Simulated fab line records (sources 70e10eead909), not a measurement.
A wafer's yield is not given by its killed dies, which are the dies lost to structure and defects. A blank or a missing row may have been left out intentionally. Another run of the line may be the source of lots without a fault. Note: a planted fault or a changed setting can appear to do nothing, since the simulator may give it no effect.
Struck lot and sound lot, side by side + flow nand-harc + 14 out of 1159 route steps
Sound: these wafers, L139.2, L139.4, L139.5. The struck wafers were L144.1, L144.3, L144.4. The cause is given at the end.
At each step with rows: each side's tool, then ch and its chambers, then its first start. Under that, the readings that differ: sound wafers + struck wafers + difference of the means + sigmas: that difference in standard deviations of wafers without a fault.
alike: readings whose means differ by less than 2 such deviations, and words and numbers that are the same on both sides. not compared: withheld readings, readings that some wafer has no value for, bounds like >300 that may hide the same value, and numbers for which the record gives no deviation and whose values overlap.
A row with sigmas, a row that says differs or no value, or rows on one side alone: a step with any of these is where the two part. Non-overlapping numbers with no deviation appear without sigmas and do not part them. A reading missing from all wafers of one side parts the sides only when that side holds two or more wafers.

first, 3 steps without rows for these wafers: NHARC_A_STAIRCASE_STRIP_317 (strips in SPM, time 900 s); NHARC_A_STAIRCASE_PRECLEAN_318 (cleans in SC1); NHARC_A_STAIRCASE_SRD_329.
NHARC_A_STAIRCASE_ALD_415: deposits SiO2, target thk 30 nm, pulse time 6 s, ald cycles 300.
  sound on ald-hk-02 ch 1,2,3, day 11 16:11; struck on ald-hk-04 ch 0,1,2, day 13 02:57
  alike: heater-power-w, precursor-pulse-height-rel
NHARC_A_STAIRCASE_ETCHBACK_416: etches the open film in C4F8/O2/Ar, target depth 36 nm, time 7.2 s.
  sound: rie-diel-06 ch 0,1,3; struck: rie-diel-02 ch 0,1,2
  alike: oes-product-au, rf-vpp-V
  not compared: rf-hours-counter-h
NHARC_A_STAIRCASE_STRIP_476: strips in O2, time 20 s.
  sound on rie-diel-06 ch 1,2,3, day 11 17:53; struck on rie-diel-02 ch 0,1,2, day 13 06:38
  alike: drypump-motor-current-A, oes-product-au, rf-vpp-V, showerhead-plenum-p-Torr, throttle-valve-pct
  not compared: rf-hours-counter-h
NHARC_A_STAIRCASE_DEP_417: deposits Si3N4, target thk 60 nm.
  sound on pecvd-04 ch 1,2, day 11 18:01; struck on pecvd-04 ch 1,2, day 13 06:46
  alike: heater-power-w
then, 4 steps without rows for these wafers: NHARC_A_STAIRCASE_WET_418 (chemistry H3PO4, target depth 20 nm); NHARC_A_STAIRCASE_PRECLEAN_419 (cleans in SC1); NHARC_A_STAIRCASE_SRD_421; NHARC_A_STAIRCASE_ALD_420 (deposits SiO2, target thk 20 nm, pulse time 6 s, ald cycles 200).
NHARC_A_STAIRCASE_CVD_552: deposits SiNx, target thk 40 nm.
  sound on lpcvd-01 ch 0, day 12 00:08; struck on lpcvd-02 ch 0, day 13 19:02
  alike: spike-tc-lower-C, zone-power-upper-pct
NHARC_A_STAIRCASE_DEP_151: deposits SiO2, target thk 3800 nm.
  sound on pecvd-04 ch 0,1,2, day 12 03:58; struck on pecvd-04 ch 1,2, day 13 23:08
  alike: heater-power-w
-- jump in the record: it breaks off in module A_STAIRCASE and resumes in module END (first step shown: number 1159 of the route), and 7 days separate the struck wafers' starts before and after --
NHARC_END_SORT_01:
  here the record holds rows for the struck wafers (prober-02 ch 0, day 20 14:34) but none for the sound ones

== WHERE THEY PART ==
Within this record, at NHARC_END_SORT_01 only.

WHY: the cause the simulator had injected
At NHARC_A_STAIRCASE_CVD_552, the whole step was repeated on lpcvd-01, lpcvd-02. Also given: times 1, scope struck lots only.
